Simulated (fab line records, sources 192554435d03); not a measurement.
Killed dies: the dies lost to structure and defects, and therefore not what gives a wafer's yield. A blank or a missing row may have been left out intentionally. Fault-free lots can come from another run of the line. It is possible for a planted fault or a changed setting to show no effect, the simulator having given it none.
Matching of chambers ; flow n5_finfet ; rie_diel-01 running N5_BEOL_M10_STRIP_67: 4 sister chambers
The step strips in CF4. 8 wafers are shown with their chamber, then 10 later ones without.

== EACH WAFER AND ITS CHAMBER ==
wafer;chamber;showerhead_plenum_p_Torr (Torr);drypump_motor_current_A (A)
L075.1;2;1.78;5.5
L080.5;2;1.78;5.5
L085.3;3;1.81;5.8
L085.5;3;1.81;5.8
L087.3;0;1.82;5.3
L087.5;0;1.83;5.4
L091.1;1;1.75;4.9
L091.5;1;1.75;4.9

== WAFERS WHOSE CHAMBER IS MISSING ==
wafer;showerhead_plenum_p_Torr (Torr);drypump_motor_current_A (A)
L091.6;1.82;5.3
L094.2;1.77;5.5
L094.4;1.82;5.3
L094.6;1.75;4.8
L093.1;1.82;5.3
L093.2;1.81;5.8
L093.4;1.75;4.9
L095.1;1.74;4.9
L095.4;1.81;5.8
L095.6;1.81;5.8

== THE CHAMBER EACH PASSED THROUGH ==
wafer;from the rows above;in truth
L091.6;0;0
L094.2;2;2
L094.4;0;0
L094.6;1;1
L093.1;0;0
L093.2;3;3
L093.4;1;1
L095.1;1;1
L095.4;3;3
L095.6;3;3
10 of 10 placed correctly. From these rows, 0 cannot be placed. Number placed wrongly: 0.
How it was worked out, from the rows above alone: a wafer's distance from a chamber is the root of the sum, over the readings, of the square of ((its reading less the chamber's mean) divided by the reading's scatter). The wafer belongs to the nearest chamber; if the next one is less than 2 further off, it can't be placed. For every chamber, the mean is computed from those of its wafers that are shown. The scatter: the root of (the sum of the squares of (reading less its chamber's mean) over the shown wafers, divided by (wafers less chambers)).
